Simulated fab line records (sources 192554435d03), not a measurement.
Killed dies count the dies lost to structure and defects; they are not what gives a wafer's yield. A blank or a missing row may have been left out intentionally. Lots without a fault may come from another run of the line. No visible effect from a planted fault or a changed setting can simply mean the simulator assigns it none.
Comparing a struck lot with a sound one || flow n5Finfet || 40 out of 1938 route steps
Sound: wafers L907.1, L907.3, L907.6. Struck: wafers L909.3, L909.6. (L909.2 of the same lot was not struck and is left out.) The cause comes at the end.
Each step with rows lists, per side, the tool, then ch with its chambers, then its first start. Under that, the readings that differ: sound wafers || struck wafers || difference of the means || sigmas: that difference in standard deviations of wafers without a fault.
alike: same words and numbers on both sides, and readings whose means sit less than 2 such deviations apart. not compared: any withheld reading, any reading some wafer has no value for, any bound like >300 that may hide the same value, and any number with overlapping values for which the record gives no deviation.
The two part at a step that has a row with sigmas, a row that says differs or no value, or rows on one side only. Numbers that have no deviation but don't overlap get no sigmas and don't part them. A reading that every wafer of one side lacks parts them only if that side has two wafers or more.

first, 9 steps without rows for these wafers: N5_STI_FIN_REVEAL_SRD_23 (time 30 s); N5_STI_FIN_REVEAL_PRECLEAN_18 (cleans in SC2, time 45 s); N5_STI_FIN_REVEAL_SRD_28 (time 30 s); N5_DUMMY_GATE_PRECLEAN_00 (cleans in O3/DIW, time 60 s); N5_DUMMY_GATE_SRD_01 (time 30 s); N5_DUMMY_GATE_ALD_02 (deposits SiO2, target thk 2 nm, pulse time 1 s); N5_DUMMY_GATE_CVD_03 (deposits a-Si from SiH4, target thk 150 nm, time 8042 s); N5_DUMMY_GATE_PRECLEAN_46 (cleans in DIW, time 89.5 s); N5_DUMMY_GATE_SRD_47 (dry time 32 s).
N5_DUMMY_GATE_CMP_04: polishes a-Si.
  sound on cmp-03 ch 1,2,3, day 3 10:10; struck on cmp-03 ch 0,2, day 3 18:09
{"reading": "timeToEndpointS (s)", "sound": "15.5 11.8 12.4", "struck": "17.8 18.0", "difference": "+4.7", "sigmas": "+2"}
{"reading": "model.a-Si_of_DUMMY_GATE_CVD_03.thkNm (nm)", "sound": "73.2 72.4 73.6", "struck": "99.4 100.4", "difference": "+26.8", "sigmas": ""}
  alike: edgeZonePressureFrac, motorCurrentA
N5_DUMMY_GATE_THK_MEAS_05:
  sound: filmMetro-01 at day 3 10:25; struck: filmMetro-01 at day 3 18:20
{"reading": "thkNm (nm)", "sound": "73.1 72.4 73.5", "struck": "99.5 100.5", "difference": "+27.0", "sigmas": "+28"}
then, 24 steps without rows for these wafers: N5_DUMMY_GATE_HM_DEP_06 (deposits SiNx from DCS/NH3, target thk 80 nm, time 5141 s); N5_DUMMY_GATE_PECVD_30 (deposits SiO2 from TEOS/O2, target thk 55 nm, time 10.8 s); N5_DUMMY_GATE_COAT_34 (time 60 s, resist thk 60 nm); N5_DUMMY_GATE_COAT_35 (time 60 s, resist thk 10 nm); N5_DUMMY_GATE_COAT_28 (time 60 s, resist thk 10 nm); N5_DUMMY_GATE_COAT_09 (resist thk 30 nm); N5_DUMMY_GATE_EBR_11; N5_DUMMY_GATE_SOFTBAKE_10 (time 60 s); N5_DUMMY_GATE_EXPOSE_12 (exposes mask GATE, target cd 25 nm); N5_DUMMY_GATE_PEB_13 (peb time 60 s); N5_DUMMY_GATE_DEVELOP_14 (develop time 30 s); N5_DUMMY_GATE_DESCUM_20 (chemistry O2, time 6.2 s); N5_DUMMY_GATE_ETCH_29 (etches underlayer in N2/H2, target depth 13 nm); N5_DUMMY_GATE_ETCH_36 (etches SiARC in CF4, target depth 13 nm); N5_DUMMY_GATE_ETCH_37 (etches SOC in N2/H2, target depth 60 nm, overetch 30 nm); N5_DUMMY_GATE_STRIP_38 (strips in N2/H2); N5_DUMMY_GATE_STRIP_39 (strips in N2/H2); N5_DUMMY_GATE_TRIM_49 (chemistry O2, time 29 s, target cd 14 nm); N5_DUMMY_GATE_STRIP_40 (strips in CF4); N5_DUMMY_GATE_ETCH_31 (etches SiO2 in C4F6/O2, target depth 82.5 nm, time 27.5 s); N5_DUMMY_GATE_STRIP_41 (strips in O2); N5_DUMMY_GATE_HM_OPEN_21 (chemistry CH3F/O2, target SiNx, target depth 120 nm, time 171.4 s); N5_DUMMY_GATE_ETCH_32 (etches SiO2 in CF4, target depth 3.5 nm, time 3.9 s); N5_DUMMY_GATE_ETCH_23 (etches poly-Si in HBr/Cl2/O2, target depth 41 nm, time 22.3 s).
N5_DUMMY_GATE_ETCH_44: etches poly-Si in HBr/O2, stops on SiO2, target depth 127.5 nm.
  sound on rieSi-05 ch 2,3, day 3 15:58; struck on rieSi-05 ch 2,3, day 3 23:59
{"reading": "O2_flow_sccm (sccm)", "sound": "9.99 10.02 10.03", "struck": "9.91 9.97", "difference": -0.07, "sigmas": -2}
{"reading": "oesProductAu (a.u.)", "sound": "0.748 0.720 0.760", "struck": "0.859 0.883", "difference": "+0.128", "sigmas": "+11"}
{"reading": "model.DUMMY_GATE.featureDepthNm (nm)", "sound": "73.2 72.4 73.6", "struck": "99.4 100.4", "difference": "+26.8", "sigmas": ""}
{"reading": "model.etch.depthNm (nm)", "sound": "73.1 72.4 73.52", "struck": "99.46 100.4", "difference": "+26.92", "sigmas": ""}
  alike: biasW, chamberPressureMTorr, drypumpMotorCurrentA, throttleValvePct
  not compared: rfHoursCounterH
N5_SDB_THK_MEAS_31:
  sound: filmMetro-01 at day 4 14:02; struck: filmMetro-02 at day 5 01:02
{"reading": "SDB_THK (nm)", "sound": "65.3 64.7 65.8", "struck": "91.7 92.6", "difference": "+26.9", "sigmas": "+28"}
N5_DUMMY_REMOVAL_HM_STRIP_01: strips SiNx in CH3F/O2, stops on poly-Si, target depth 4 nm, time 6.8 s.
  sound on rieDiel-05 ch 1,2, day 4 14:22; struck on rieDiel-05 ch 2,3, day 5 01:05
{"reading": "mfcArSccm (sccm)", "sound": "149.2 150.3 149.3", "struck": "150.7 150.4", "difference": "+1.0", "sigmas": "+2"}
{"reading": "model.a-Si_of_DUMMY_GATE_CVD_03.thkNm (nm)", "sound": "65.4 64.6 65.8", "struck": "91.8 92.6", "difference": "+26.9", "sigmas": ""}
  alike: O2_flow_sccm, biasW, chamberPressureMTorr, drypumpMotorCurrentA, oesProductAu, rfVppV, showerheadPlenumPTorr, throttleValvePct
  not compared: rfHoursCounterH
-- here the record skips 4 days between the struck wafers' starts before and after, leaving off in module DUMMY_REMOVAL and picking up in module BEOL_M4 (first step shown: number 1111 of the route) --
N5_BEOL_M4_RC_MEAS_101:
  sound on prober-01 ch 0, day 8 17:27; struck on prober-01 ch 0, day 9 03:29
{"reading": "IOFF_P (nA/um)", "sound": "0.222 0.185 0.177", "struck": "0.263 0.254", "difference": "+0.064", "sigmas": "+2"}
{"reading": "ION_P (uA/um)", "sound": "466 458 456", "struck": "479 476", "difference": "+18", "sigmas": "+3"}
{"reading": "VT_P (mV)", "sound": "-249 -252 -253", "struck": "-245 -245", "difference": "+6", "sigmas": "+2"}
  alike: DIBL_N, DIBL_P, IOFF_N, ION_N, SS_N, SS_P, VT_N
next, for these wafers, 1 step has no rows: N5_PASSIVATION_PROBE_49.

WHERE THEY PART
First at N5_DUMMY_GATE_CMP_04; last, within this record, at N5_BEOL_M4_RC_MEAS_101.

WHY: what had been put in by the simulator
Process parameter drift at N5_DUMMY_GATE_CMP_04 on cmp-03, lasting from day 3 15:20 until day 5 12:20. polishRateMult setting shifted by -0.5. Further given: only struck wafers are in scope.
